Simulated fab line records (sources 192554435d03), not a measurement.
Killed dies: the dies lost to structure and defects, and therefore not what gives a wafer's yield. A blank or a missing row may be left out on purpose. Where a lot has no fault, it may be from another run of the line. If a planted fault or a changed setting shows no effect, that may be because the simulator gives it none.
Split-lot study -- flow n5-finfet -- 7 lots, 39 wafers read, on a route of 1938 steps

THE SPLIT ITSELF
At N5_MOL_CONTACT_COAG_CVD_140 (deposits W, target thk 66.5 nm, time 215 s), the setting target-thk-a was moved away from the recipe's 665 angstrom on 18 of the 39 wafers read, by -8.7% to +13.6%. This setting was run at the recipe's value on the other wafers.

The split's own step is where the reading is taken.

THE READING
W_of_MOL_CONTACT_COAG_CVD_140.thk-nm (the simulator's own value, which no gauge read), in nm, at N5_MOL_CONTACT_COAG_CVD_140 (deposits W, target thk 66.5 nm, time 215 s). The file does not state a usual value for it. Here, 21 wafers ran the recipe; their average is 66.8 nm with a standard deviation of 0.61 nm.

wafer,"tool, chamber at the split","target-thk-a as run, angstrom",against the recipe,"W_of_MOL_CONTACT_COAG_CVD_140.thk-nm, nm",against lot-mates on the recipe
L075.1,"cvd-w-02, 0",665,recipe,66.8,-
L075.2,"cvd-w-02, 1",665,recipe,66.6,-
L075.3,"cvd-w-02, 1",622.5,-6.4%,63.4,-3.4
L075.4,"cvd-w-02, 0",622.5,-6.4%,63.2,-3.6
L075.5,"cvd-w-02, 0",665,recipe,67,-
L075.6,"cvd-w-02, 1",622.5,-6.4%,62.8,-4.0
L084.1,"cvd-w-01, 1",730.8,+9.9%,72,+5.1
L084.2,"cvd-w-01, 0",665,recipe,67.6,-
L084.3,"cvd-w-01, 0",730.8,+9.9%,73.8,+6.9
L084.4,"cvd-w-01, 1",730.8,+9.9%,73,+6.1
L084.5,"cvd-w-01, 1",665,recipe,66.2,-
L084.6,"cvd-w-01, 0",665,recipe,66.8,-
L086.1,"cvd-w-01, 1",665,recipe,66.6,-
L086.2,"cvd-w-01, 0",696.6,+4.8%,70.8,+4.1
L086.3,"cvd-w-01, 0",665,recipe,67.2,-
L086.4,"cvd-w-01, 1",696.6,+4.8%,69.8,+3.1
L086.5,"cvd-w-01, 1",665,recipe,66.2,-
L086.6,"cvd-w-01, 0",696.6,+4.8%,70.4,+3.7
L091.1,"cvd-w-01, 1",665,recipe,67.4,-
L091.2,"cvd-w-01, 0",665,recipe,67.8,-
L091.3,"cvd-w-01, 1",755.2,+13.6%,76.2,+8.4
L091.4,"cvd-w-01, 0",755.2,+13.6%,75.8,+8.0
L091.5,"cvd-w-01, 0",665,recipe,68.2,-
L091.6,"cvd-w-01, 1",755.2,+13.6%,76.4,+8.6
L092.1,"cvd-w-02, 0",703.5,+5.8%,70,+4.1
L092.2,"cvd-w-02, 1",703.5,+5.8%,69.8,+3.9
L092.5,"cvd-w-02, 1",703.5,+5.8%,69.8,+3.9
L092.3,"cvd-w-02, 0",665,recipe,66.2,-
L092.4,"cvd-w-02, 1,0",665,recipe,65.8,-
L092.6,"cvd-w-02, 1,0",665,recipe,65.8,-
L095.2,"cvd-w-02, 1,0",665,recipe,67,-
L095.5,"cvd-w-02, 1,0",665,recipe,67,-
L095.4,"cvd-w-02, 1",665,recipe,66.6,-
L097.1,"cvd-w-02, 1",665,recipe,66.4,-
L097.2,"cvd-w-02, 0",665,recipe,67.2,-
L097.3,"cvd-w-02, 0",607.3,-8.7%,60.6,-6.1
L097.4,"cvd-w-02, 1",665,recipe,66.6,-
L097.5,"cvd-w-02, 1",607.3,-8.7%,60.4,-6.3
L097.6,"cvd-w-02, 0",607.3,-8.7%,60.8,-5.9
The file does not say which wafer passed through which chamber wherever a row lists several chambers: such a row stands for several wafers.

THE FIT
A straight line over all 39 wafers: W_of_MOL_CONTACT_COAG_CVD_140.thk-nm changes by +0.659 nm for each +1% of target-thk-a; r = +0.99; the points scatter about the line by 0.64 nm.
The same after taking each lot's own level away (the mean of its wafers on the recipe; 39 wafers): +0.638 nm for each +1%; r = +0.99; scatter 0.48 nm.
The reading moves by 8.7 nm for the largest change in target-thk-a, on that fit.
Across the lots, their own levels run from 65.93 to 67.80 nm, a range of 3.1 times the standard deviation given above.
Hence the lot-to-lot level has little effect on the slope; both slopes agree.
Check: +8.71 nm against its lot-mates is what the line predicts for one of the wafers moved furthest among these (+13.6%) when that wafer is left out of the fit. It came out at +8.4 nm against them.

OTHER SPLITS APPLIED TO THESE WAFERS
Other splits were also applied to these wafers ahead of the reading. Each is held against what the fit with the lots' levels taken away leaves over:
other split on the same wafers,wafers away from the commonest value,r with W_of_MOL_CONTACT_COAG_CVD_140.thk-nm (lot level and that fit taken away)
N5_FIN_CUT_CUT_ETCH_15 bias-w,as run: not given for these wafers,-
N5_DUMMY_GATE_EXPOSE_12 dose-mj,12,+0.26
N5_DUMMY_GATE_ETCH_37 source-w,18,+0.24
N5_SPACER0_ALD_08 target-thk-a,15,-0.26
N5_MOL_CONTACT_COAG_ETCH_106 target-depth-a,18,-0.07

FILE'S OWN FIT
W_of_MOL_CONTACT_COAG_CVD_140.thk-nm changes by +0.638 nm for each +1% of target-thk-a, r = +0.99.
